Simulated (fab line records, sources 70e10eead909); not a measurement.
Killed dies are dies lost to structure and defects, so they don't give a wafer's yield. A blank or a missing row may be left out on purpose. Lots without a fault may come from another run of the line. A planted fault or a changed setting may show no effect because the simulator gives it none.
fab line records | flow nand_harc
record lots=14 wafers=42 last_day=34
route steps=1302 shown A_CHANNEL_HOLE_D1@468
lots that met no fault: from a run of the same line without faults
start_h: hours from the record's first day to the start of the lot's first wafer shown | wait_h: hours since the lot's step before | " the same as in the row above | L1.1+2: a row that stands for several wafers | - no value, or no start given | * or withheld: withheld | < > ~ a bound
route shown NAME@n: a module of which the file shows steps, and the number in the route of the first | usual: mean/standard deviation of fault-free wafers | same: alike in all rows | chamber/n: place in a boat | sites: the reading at each site | _std_site: their standard deviation | _edge_site: outer sites' mean less inner sites' | radius_mm: how far each site lies from the wafer's centre | mask NAME#n: copy n | behind: the tool/chamber that last shaped the wafer | hold: why the lot was held/for how many hours/how that ended | device: the transistor (n, p or np) that didn't switch | end of line: the same wafers' tests at the end of the route | a step without rows: its recipe alone | killed: dies lost to structure and defects at the first sort, not the wafer's yield | map: a wafer's dies, x killed, . not, _ none there
set.NAME: the setting as run; set.NAME@STEP: as run at that earlier step | model.NAME: the simulator's own value behind a step, which no gauge read
steps of the route over a sample of lots; a table a step, a row a wafer
services: from which hour (start_h, from the record's first day; less than 0 if before it) a tool's chamber was out of use, for how many hours, and why
## steps
# step NHARC_A_CHANNEL_HOLE_D1_ETCH_34
# recipe target_depth_a=1540 time_s=77 cf4_flow_sccm=100 chf3_flow_sccm=30 ar_flow_sccm=0 rf_w=500 bias_w=200 chemistry=CF4/CHF3
# usual bias_w=200.1/0.57 cf4_flow_sccm=100.0/0.3 drypump_motor_current_A=5.6/0.35 oes_product_au=0.942/0.023 rf_vpp_V=371.3/1.7 showerhead_plenum_p_Torr=1.60/0.049 throttle_valve_pct=16.802/0.01
# columns lot.wafer tool chamber start_h wait_h bias_w cf4_flow_sccm drypump_motor_current_A oes_product_au rf_hours_counter_h rf_vpp_V showerhead_plenum_p_Torr throttle_valve_pct
L347.1 rie_diel-12 2 - - 200.6 100.5 5.4 0.901 6 370.6 1.58 16.809
L347.4 " 0 " " 200.3 100.2 6.0 0.917 8 374.5 1.67 16.805
L347.2 " 1 " " 200.4 99.4 5.1 0.919 9 370.3 1.60 16.786
L349.1 rie_diel-12 3 - - 199.9 99.4 5.9 0.922 9 372.0 1.64 16.808
L349.3 " 1 " " 199.1 99.7 5.1 0.932 10 371.6 1.60 16.815
L349.4 " 2 " " 199.8 99.5 5.3 0.946 7 370.3 1.58 16.785
L348.2 rie_diel-12 1 - - 199.8 99.7 5.1 0.924 11 371.7 1.60 16.815
L348.1 " 0 " " 200.2 100.2 6.0 0.933 10 372.8 1.67 16.815
L348.6 " 1 " " 201.1 100.0 5.1 0.923 - 372.1 1.60 16.796
L350.3 rie_diel-03 3 - - 200.4 100.3 5.5 0.922 43 371.5 1.58 16.800
L350.2 " 0 " " 199.8 99.6 5.8 0.919 23 368.8 1.54 16.792
L350.5 " 0 " " 198.4 99.9 5.8 0.922 - 370.4 1.54 16.797
L352.4 rie_diel-06 0 - - 199.7 99.8 5.8 0.924 24 370.1 1.54 16.816
L352.5 " 2 " " 199.5 99.1 5.8 0.929 - 371.1 1.62 16.794
L352.6 " 3 " " 200.7 100.1 5.5 0.928 - 368.8 1.49 16.802
L351.3 rie_diel-12 0 - - 200.1 100.2 6.0 0.928 11 374.5 1.67 16.808
L351.4 " 1 " " 199.7 99.9 5.1 0.937 13 371.4 1.60 16.797
L351.6 " 2 " " 200.5 100.1 5.3 0.920 - 369.8 1.57 16.801
L355.3 rie_diel-03 3 - - 199.8 99.7 5.5 0.920 54 370.2 1.58 16.809
L355.1 " 0 " " 199.1 99.8 5.8 0.964 37 369.7 1.54 16.814
L355.5 " 0 " " 200.7 99.4 5.8 0.973 - 370.7 1.54 16.807
L357.2 rie_diel-12 1 - - 200.3 99.5 5.1 0.952 2 372.0 1.60 16.803
L357.3 " 3 " " 200.4 100.0 5.9 0.967 2 372.8 1.64 16.789
L357.6 " 0 " " 200.0 99.7 5.9 0.959 - 373.9 1.66 16.784
L362.2 rie_diel-12 1 - - 200.1 100.1 5.0 0.930 7 371.9 1.60 16.821
L362.3 " 3 " " 200.0 100.0 5.9 0.918 7 373.3 1.64 16.814
L362.5 " 2 " " 199.4 100.2 5.3 0.918 - 370.7 1.57 16.812
L363.3 rie_diel-03 2 - - 200.2 99.9 6.1 0.969 18 367.6 1.50 16.811
L363.6 " 2 " " 200.4 99.8 6.0 0.958 - 369.3 1.50 16.790
L363.5 " 3 " " 199.8 99.8 5.5 0.961 - 370.3 1.57 16.798
L366.4 rie_diel-03 2 - - 199.0 99.7 6.0 0.980 22 368.9 1.50 16.807
L366.3 " 1 " " 199.8 100.5 5.4 0.955 23 371.0 1.58 16.793
L366.5 " 2 " " 199.0 100.3 6.0 0.977 - 367.9 1.50 16.801
L367.2 rie_diel-12 3 - - 199.6 100.0 5.9 0.918 10 372.6 1.64 16.803
L367.1 " 2 " " 201.2 100.1 5.3 0.973 9 370.8 1.57 16.788
L367.5 " 3 " " 199.5 100.0 5.9 0.929 - 372.0 1.64 16.799
L368.3 rie_diel-12 1 - - 201.4 100.0 5.1 0.921 11 369.9 1.60 16.816
L368.1 " 3 " " 200.0 99.9 5.9 0.920 11 372.4 1.64 16.808
L368.5 " 2 " " 200.6 99.6 5.3 0.920 - 371.1 1.57 16.809
L369.2 rie_diel-12 0 - - 200.1 99.8 5.9 0.951 13 373.3 1.66 16.794
L369.3 " 2 " " 199.5 100.3 5.3 0.954 12 369.4 1.57 16.779
L369.6 " 0 " " 199.6 99.6 6.0 0.950 - 374.1 1.66 16.801
# step NHARC_A_CHANNEL_HOLE_D1_CD_MEAS_18
# usual cd_nm=98.9/1.5
# columns lot.wafer tool chamber start_h wait_h cd_nm
L347.1 cd_sem-01 - 196.73 - 99.3
L347.2 " - " " 98.2
L347.4 " - " " 101.2
L349.1 cd_sem-02 - 211.05 - 96.2
L349.3 " - " " 97.3
L349.4 " - " " 99.8
L348.1 cd_sem-02 - 211.92 - 97.8
L348.2 " - " " 100.1
L348.6 " - " " 99.2
L350.2 cd_sem-02 - 224.39 - 100.1
L350.3 " - " " 98.6
L350.5 " - " " 100.4
L352.4 cd_sem-02 - 239.00 - 98.9
L352.5 " - " " 98.7
L352.6 " - " " 99.1
L351.3 cd_sem-02 - 240.04 - 100.2
L351.4 " - " " 99.8
L351.6 " - " " 100.8
L355.1 cd_sem-01 - 276.83 - 98.3
L355.3 " - " " 97.4
L355.5 " - " " 97.8
L357.2 cd_sem-02 - 293.53 - 97.9
L357.3 " - " " 99.8
L357.6 " - " " 99.2
L362.2 cd_sem-02 - 349.45 - 98.1
L362.3 " - " " 98.0
L362.5 " - " " 100.8
L363.3 cd_sem-01 - 355.00 - 98.4
L363.5 " - " " 96.7
L363.6 " - " " 98.4
L366.3 cd_sem-02 - 376.60 - 96.0
L366.4 " - " " 96.4
L366.5 " - " " 98.5
L367.1 cd_sem-01 - 392.46 - 95.0
L367.2 " - " " 97.1
L367.5 " - " " 96.0
L368.1 cd_sem-03 - 408.57 - 97.6
L368.3 " - " " 98.7
L368.5 " - " " 98.4
L369.2 cd_sem-01 - 422.61 - 99.9
L369.3 " - " " 99.5
L369.6 " - " " 98.7
# step NHARC_A_CHANNEL_HOLE_D1_ETCH_20
# recipe bias_v=3000 source_w=withheld pressure_mtorr=20 time_s=361.9 ar_flow_sccm=375 c4f8_flow_sccm=89.3 o2_flow_sccm=35.7 temp_c=-20 target_depth_a=16000 chemistry=C4F8/O2/Ar
# usual c4f8_flow_sccm=89.28/0.27 chamber_pressure_mTorr=20.000/0.02 drypump_motor_current_A=5.67/0.26 o2_flow_sccm=35.71/0.095 showerhead_plenum_p_Torr=3.67/0.05 throttle_valve_pct=32.154/0.0098
# columns lot.wafer tool chamber start_h wait_h c4f8_flow_sccm chamber_pressure_mTorr drypump_motor_current_A o2_flow_sccm rf_hours_counter_h showerhead_plenum_p_Torr throttle_valve_pct
L347.1 har_etch-01 0 197.29 0.1 89.47 19.999 5.86 35.63 91 3.65 32.163
L347.2 " 1 " " 89.36 19.987 5.30 35.62 91 3.73 32.154
L347.4 " 1 " " 89.39 20.022 5.31 35.69 - 3.73 32.160
L349.1 har_etch-02 0 212.33 0.2 89.06 19.996 5.99 35.80 310 3.69 32.151
L349.3 " 0 " " 88.65 20.015 5.99 35.67 - 3.69 32.145
L349.4 " 0 " " 89.03 20.009 5.99 35.79 - 3.69 32.157
L348.1 har_etch-01 1 214.06 0.1 89.18 19.985 5.31 35.76 103 3.72 32.141
L348.2 " 0 " " 89.19 20.024 5.84 35.70 103 3.64 32.150
L348.6 " 1 " " 88.97 19.994 5.35 35.57 - 3.72 32.141
L350.2 har_etch-01 0 224.57 0.1 88.92 19.996 5.86 35.82 110 3.64 32.158
L350.3 " 1 " " 88.72 19.973 5.32 35.73 - 3.72 32.156
L350.5 " 1 " " 89.06 20.028 5.37 35.64 - 3.72 32.168
L352.4 har_etch-02 1 239.34 0.2 89.17 20.011 5.57 35.52 - 3.76 32.152
L352.5 " 0 " " 89.16 20.014 5.98 35.66 - 3.68 32.147
L352.6 " 1 " " 89.63 20.019 5.55 35.67 - 3.76 32.150
L351.3 har_etch-01 1 242.80 0.2 88.95 20.011 5.37 35.63 - 3.71 32.147
L351.4 " 0 " " 89.05 19.977 5.88 35.84 - 3.63 32.136
L351.6 " 1 " " 88.98 19.971 5.31 35.72 - 3.71 32.150
L355.1 har_etch-01 0 277.75 0.1 89.29 19.975 5.83 35.71 141 3.62 32.150
L355.3 " 0 " " 89.11 20.003 5.89 35.72 - 3.62 32.147
L355.5 " 0 " " 88.85 20.010 5.86 35.81 - 3.62 32.142
L357.2 har_etch-02 0 295.39 0.1 89.36 19.987 5.98 35.76 363 3.66 32.146
L357.3 " 0 " " 89.21 20.005 6.00 35.77 - 3.66 32.165
L357.6 " 0 " " 89.48 20.000 5.98 35.79 - 3.66 32.174
L362.2 har_etch-01 1 350.64 0.1 - - - - - - -
L362.3 " 1 " " - - - - - - -
L362.5 " 0 " " - - - - - - -
L363.3 har_etch-01 0 358.67 0.2 - - - - - - -
L363.5 " 0 " " - - - - - - -
L363.6 " 1 " " - - - - - - -
L366.4 har_etch-01 0 376.88 0.2 89.33 20.019 5.87 35.70 - 3.59 32.152
L366.3 " 1 " " 89.04 20.005 5.36 35.71 - 3.67 32.158
L366.5 " 1 " " 88.99 20.007 5.35 35.84 - 3.67 32.144
L367.2 har_etch-02 0 394.11 0.1 89.31 19.999 6.00 35.90 0 3.64 32.163
L367.1 " 1 " " 89.27 20.033 5.56 35.59 0 3.71 32.166
L367.5 " 1 " " 89.52 19.986 5.56 35.69 - 3.71 32.162
L368.1 har_etch-02 0 410.80 0.1 89.74 20.020 5.98 35.73 8 3.63 32.142
L368.3 " 0 " " 89.83 19.988 5.99 35.82 - 3.63 32.143
L368.5 " 0 " " 89.47 20.013 5.99 35.80 - 3.63 32.145
L369.2 har_etch-01 0 422.80 0.1 89.31 20.005 5.85 35.67 237 3.57 32.155
L369.3 " 1 " " 89.32 19.969 5.35 35.64 - 3.65 32.161
L369.6 " 1 " " 89.24 19.990 5.37 35.74 - 3.65 32.157
# step NHARC_A_CHANNEL_HOLE_D1_ETCH_25
# recipe bias_v=5000 source_w=withheld pressure_mtorr=20 time_s=1040.2 ar_flow_sccm=375 c4f8_flow_sccm=93.8 o2_flow_sccm=31.2 temp_c=-20 target_depth_a=15000 chemistry=C4F8/O2/Ar
# usual c4f8_flow_sccm=93.82/0.26 chamber_pressure_mTorr=20.001/0.019 drypump_motor_current_A=5.67/0.26 o2_flow_sccm=31.19/0.09 showerhead_plenum_p_Torr=3.66/0.05 throttle_valve_pct=32.234/0.0091
# columns lot.wafer tool chamber start_h wait_h c4f8_flow_sccm chamber_pressure_mTorr drypump_motor_current_A o2_flow_sccm rf_hours_counter_h showerhead_plenum_p_Torr throttle_valve_pct
L347.1 har_etch-01 0 200.07 0.6 93.43 20.002 5.87 31.18 94 3.64 32.230
L347.2 " 1 " " 93.80 19.995 5.36 31.34 94 3.72 32.223
L347.4 " 1 " " 94.22 20.019 5.33 31.14 - 3.72 32.226
L348.1 har_etch-01 1 216.86 0.6 94.08 20.003 5.30 31.13 105 3.72 32.218
L348.2 " 0 " " 94.00 20.010 5.87 31.17 105 3.63 32.228
L348.6 " 1 " " 94.18 20.016 5.29 31.16 - 3.72 32.242
L349.1 har_etch-02 0 217.92 1.3 93.83 19.977 6.00 31.26 315 3.69 32.242
L349.3 " 0 " " 93.68 20.004 5.99 31.30 - 3.69 32.228
L349.4 " 0 " " 93.46 19.985 5.99 31.33 - 3.69 32.253
L350.2 har_etch-01 0 227.35 0.6 93.64 19.985 5.83 31.11 113 3.63 32.230
L350.3 " 1 " " 93.93 19.998 5.34 31.41 - 3.71 32.242
L350.5 " 1 " " 94.07 20.016 5.33 31.22 - 3.71 32.236
L352.4 har_etch-02 1 242.40 0.7 93.66 20.002 5.57 31.18 - 3.75 32.237
L352.5 " 0 " " 93.83 19.978 5.99 31.26 - 3.67 32.230
L352.6 " 1 " " 93.90 20.024 5.57 31.22 - 3.75 32.247
L351.3 har_etch-01 1 245.78 0.7 93.92 20.005 5.33 31.10 - 3.70 32.237
L351.4 " 0 " " 93.76 20.007 5.84 31.17 - 3.62 32.220
L351.6 " 1 " " 94.50 20.021 5.36 31.13 - 3.70 32.235
L355.1 har_etch-01 0 280.63 0.7 93.74 19.989 5.84 31.25 144 3.61 32.236
L355.3 " 0 " " 93.65 19.973 5.87 31.17 - 3.61 32.241
L355.5 " 0 " " 93.62 19.995 5.87 31.24 - 3.61 32.227
L357.2 har_etch-02 0 298.26 0.7 94.11 19.992 5.98 31.07 366 3.66 32.230
L357.3 " 0 " " 93.89 20.042 5.98 31.22 - 3.66 32.224
L357.6 " 0 " " 93.87 20.006 5.98 31.20 - 3.66 32.250
L362.2 har_etch-01 1 353.42 0.6 93.55 20.006 5.39 31.12 186 3.67 32.220
L362.3 " 1 " " 94.28 19.996 5.39 31.27 - 3.67 32.225
L362.5 " 0 " " 93.45 20.008 5.82 31.25 - 3.59 32.219
L363.3 har_etch-01 0 361.65 0.7 93.48 20.001 5.83 31.15 - 3.59 32.237
L363.5 " 0 " " 93.63 19.997 5.85 31.26 - 3.59 32.245
L363.6 " 1 " " 93.90 20.025 5.35 31.05 - 3.67 32.230
L366.4 har_etch-01 0 379.88 0.7 93.56 19.991 5.85 31.13 - 3.58 32.239
L366.3 " 1 " " 93.64 19.957 5.34 31.26 - 3.66 32.230
L366.5 " 1 " " 93.35 19.993 5.35 31.33 - 3.66 32.224
L367.2 har_etch-02 0 396.89 0.6 94.08 20.021 5.99 31.15 3 3.63 32.244
L367.1 " 1 " " 93.50 19.984 5.52 31.34 3 3.71 32.235
L367.5 " 1 " " 93.47 20.021 5.54 31.21 - 3.71 32.238
L368.1 har_etch-02 0 413.59 0.6 94.20 19.980 5.99 31.12 11 3.63 32.247
L368.3 " 0 " " 94.17 20.008 6.00 31.09 - 3.63 32.233
L368.5 " 0 " " 93.94 19.958 5.99 31.05 - 3.63 32.231
L369.2 har_etch-01 0 425.58 0.6 93.65 20.021 5.86 31.19 240 3.56 32.231
L369.3 " 1 " " 93.59 20.005 5.33 31.36 - 3.64 32.231
L369.6 " 1 " " 93.78 20.003 5.34 31.19 - 3.64 32.243
# step NHARC_A_CHANNEL_HOLE_D1_CD_MEAS_30
# usual cd_nm=89.9/1
# columns lot.wafer tool chamber start_h wait_h cd_nm
L347.1 cd_sem-03 - 202.69 - 91.2
L347.2 " - " " 89.6
L347.4 " - " " 91.4
L348.1 cd_sem-02 - 219.51 - 90.3
L348.2 " - " " 90.3
L348.6 " - " " 90.5
L349.1 cd_sem-03 - 221.85 - 90.5
L349.3 " - " " 90.4
L349.4 " - " " 90.0
L350.2 cd_sem-03 - 230.17 0.1 89.8
L350.3 " - " " 89.5
L350.5 " - " " 89.3
L352.4 cd_sem-01 - 244.58 - 89.9
L352.5 " - " " 89.9
L352.6 " - " " 90.7
L351.3 cd_sem-02 - 248.12 - 90.3
L351.4 " - " " 89.7
L351.6 " - " " 91.0
L355.1 cd_sem-02 - 283.14 0.1 90.1
L355.3 " - " " 89.0
L355.5 " - " " 89.5
L357.2 cd_sem-03 - 300.90 - 91.7
L357.3 " - " " 90.6
L357.6 " - " " 90.6
L362.2 cd_sem-03 - 356.04 - 1.1
L362.3 " - " " -0.3
L362.5 " - " " 1.3
L363.3 cd_sem-03 - 363.99 - 0.3
L363.5 " - " " 1.8
L363.6 " - " " 0.1
L366.3 cd_sem-02 - 382.23 - 90.9
L366.4 " - " " 88.8
L366.5 " - " " 89.8
L367.1 cd_sem-03 - 399.51 - 91.1
L367.2 " - " " 89.5
L367.5 " - " " 88.7
L368.1 cd_sem-01 - 416.20 - 92.5
L368.3 " - " " 91.6
L368.5 " - " " 91.1
L369.2 cd_sem-02 - 428.21 - 90.6
L369.3 " - " " 88.7
L369.6 " - " " 91.1
# step NHARC_A_CHANNEL_HOLE_D1_XSEM_31
# recipe landing_energy_ev=35000
# usual bot_cd_nm=74.6/1.1 bow_nm=8.65/0.3 tilt_deg=0.08/0.046
# columns lot.wafer tool chamber start_h wait_h bot_cd_nm bow_nm tilt_deg
L347.1 xsem-01 0 202.77 0.1 75.0 8.89 0.13
L347.2 " 0 " " 73.0 8.95 0.14
L347.4 " 0 " " 74.9 8.89 0.14
L348.1 xsem-02 0 219.60 0.1 74.6 8.90 0.07
L348.2 " 0 " " 74.6 8.95 0.07
L348.6 " 0 " " 73.8 8.96 0.07
L349.1 xsem-01 0 221.93 0.1 75.9 8.20 0.04
L349.3 " 0 " " 74.9 8.14 0.04
L349.4 " 0 " " 74.5 8.11 0.05
L350.2 xsem-01 0 230.25 0.1 74.5 8.80 0.10
L350.3 " 0 " " 74.4 8.79 0.10
L350.5 " 0 " " 74.7 8.77 0.11
L352.4 xsem-01 0 244.67 0.1 74.3 9.04 0.06
L352.5 " 0 " " 75.1 9.05 0.05
L352.6 " 0 " " 76.0 8.99 0.05
L351.3 xsem-02 0 248.21 0.1 74.2 8.52 0.11
L351.4 " 0 " " 74.3 8.49 0.11
L351.6 " 0 " " 74.9 8.45 0.10
L355.1 xsem-01 0 283.23 0.1 74.4 8.49 0.06
L355.3 " 0 " " 73.6 8.65 0.06
L355.5 " 0 " " 74.1 8.51 0.06
L357.2 xsem-02 0 300.99 0.1 75.1 8.10 0.04
L357.3 " 0 " " 74.5 8.09 0.04
L357.6 " 0 " " 75.2 8.01 0.04
L362.2 xsem-01 0 356.13 0.1 0.5 0.24 0.10
L362.3 " 0 " " 0.0 0.24 0.10
L362.5 " 0 " " 0.5 0.24 0.10
L363.3 xsem-02 0 364.08 0.1 1.0 0.47 0.13
L363.5 " 0 " " 2.6 0.47 0.13
L363.6 " 0 " " 1.2 0.47 0.13
L366.3 xsem-02 0 382.32 0.1 74.0 8.51 0.08
L366.4 " 0 " " 72.9 8.50 0.07
L366.5 " 0 " " 73.8 8.55 0.07
L367.1 xsem-02 0 399.60 0.1 76.2 8.00 0.04
L367.2 " 0 " " 74.7 7.97 0.04
L367.5 " 0 " " 74.6 8.05 0.04
L368.1 xsem-02 0 416.30 0.1 76.4 8.76 0.14
L368.3 " 0 " " 76.0 8.83 0.14
L368.5 " 0 " " 75.9 8.70 0.14
L369.2 xsem-01 0 428.30 0.1 75.8 9.03 0.05
L369.3 " 0 " " 74.2 9.01 0.05
L369.6 " 0 " " 76.2 8.98 0.05
## services
# columns tool chamber start_h hours kind
rie_diel-06 0 172.12 6.9 repair
rie_diel-03 0 183.20 36.3 repair
har_etch-02 1 204.55 - consumable_replace:focus_ring
har_etch-02 1 204.55 17.0 scheduled_down
har_etch-02 1 204.55 17.0 vent_cycle
rie_diel-03 0 228.23 12.8 repair
rie_diel-03 3 239.69 9.6 repair
rie_diel-12 - 255.20 0.8 repair
rie_diel-12 - 268.69 9.0 pm
rie_diel-06 - 273.33 0.4 repair
rie_diel-03 - 281.40 9.0 pm
rie_diel-06 - 307.25 9.0 pm
rie_diel-12 2 330.61 4.0 repair
rie_diel-03 3 359.65 8.8 repair
rie_diel-06 - 364.08 3.8 repair
xsem-01 - 374.00 14.0 pm
har_etch-02 - 377.00 17.0 pm
har_etch-02 0 377.00 17.0 vent_cycle
har_etch-02 1 377.00 17.0 vent_cycle
rie_diel-06 1 377.40 2.7 repair
har_etch-02 0 394.00 - clean
har_etch-02 0 394.00 - consumable_replace:focus_ring
har_etch-02 1 394.00 - clean
rie_diel-12 - 403.81 0.6 repair
## key
first_sign step=NHARC_A_CHANNEL_HOLE_D1_ETCH_20 reading=tool_record direction=missing
effect step=NHARC_A_CHANNEL_HOLE_D1_CD_MEAS_30 reading=cd_nm direction=down sigmas=90 usual=89.9 struck=0.7
effect step=NHARC_A_CHANNEL_HOLE_D1_XSEM_31 reading=bot_cd_nm direction=down sigmas=67 usual=74.6 struck=1.0
met_at NHARC_A_CHANNEL_HOLE_D1_ETCH_20
struck_lots L362,L363
later_rows_left_out L362.2,L362.3,L362.5,L363.3,L363.5,L363.6
sort_left_out L362.2,L362.3,L362.5,L363.3,L363.5,L363.6
tester_left_out L362,L363
not_acting_at NHARC_A_CHANNEL_HOLE_D1_ETCH_34,NHARC_A_CHANNEL_HOLE_D1_CD_MEAS_18,NHARC_A_CHANNEL_HOLE_D1_ETCH_25
onset_between 277.75 350.64
fault kind=skipped_step_whole tool=har_etch-01 chamber=- onset_h=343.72 steps=NHARC_A_CHANNEL_HOLE_D1_ETCH_20 scope=struck_lots_only
# tester_left_out: of these lots the tester's yield and bins aren't shown, on N5 and GAA mostly nor the transistor test; their killed dies are dies lost to structure and defects alone, not to doping, threshold or leakage, so they don't give the yield
# sort_left_out: the simulated sort isn't trusted on such a fault, so these wafers' sort isn't shown, and their yield isn't known
# later_rows_left_out: the simulator's readings of these wafers behind a module that went badly wrong aren't trusted and aren't shown, but for the sort
